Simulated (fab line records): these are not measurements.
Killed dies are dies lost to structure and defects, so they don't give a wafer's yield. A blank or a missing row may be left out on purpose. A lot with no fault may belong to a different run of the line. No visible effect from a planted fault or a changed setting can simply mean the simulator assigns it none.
Chamber matching ; flow nandHarc ; aldHk-04 running NHARC_A_WL_FILL_ALD_00: 4 sister chambers
The step deposits Al2O3, target thk 3 nm, pulse time 3 s, ald cycles 30. 14 wafers are shown with their chamber, then 7 later ones without.

== WAFERS PAIRED WITH THEIR CHAMBERS ==
wafer;chamber;heaterPowerW (W);precursorPulseHeightRel
L077.3;3;472;1.006
L077.5;0;522;0.964
L077.6;3;481;0.951
L081.1;2;380;1.018
L081.4;3;479;1.003
L081.6;1;522;0.990
L083.2;0;528;1.018
L083.5;3;471;1.003
L083.6;2;370;1.013
L085.2;1;502;0.998
L085.5;1;520;1.000
L085.6;2;376;1.013
L085.1;0;514;1.031
L085.3;3;465;1.003

SIGNATURES, as means of the wafers listed above
reading;chamber 0;chamber 1;chamber 2;chamber 3;scatter within a chamber
heaterPowerW;521.33;514.67;375.33;473.60;7.48
precursorPulseHeightRel;1.00433;0.99600;1.01467;0.99320;0.022
Rule: a wafer's distance from a chamber is the root of the sum, over the readings, of the square of ((its reading less the chamber's mean) divided by the reading's scatter). If the next closest chamber is less than 2 further off than the closest, the wafer can't be placed; otherwise it belongs to the closest. The scatter: the root of (the sum of the squares of (reading less its chamber's mean) over the shown wafers, divided by (wafers less chambers)).

== WAFERS WHOSE CHAMBER IS MISSING ==
wafer;heaterPowerW (W);precursorPulseHeightRel
L085.4;373;1.005
L094.2;489;1.001
L094.3;529;0.980
L094.4;390;1.025
L096.4;488;1.003
L096.5;372;1.010
L096.6;494;1.024

== WHICH CHAMBER EACH WENT THROUGH ==
wafer;from the rows above;in truth
L085.4;2;2
L094.2;can't be placed: 3 or 1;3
L094.3;can't be placed: 0 or 1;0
L094.4;2;2
L096.4;can't be placed: 3 or 1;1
L096.5;2;2
L096.6;can't be placed: 1 or 3 or 0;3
Correctly placed: 3 of 7. From these rows, 4 cannot be placed; in 4 the true chamber is one of the candidates. Placed wrongly: 0.
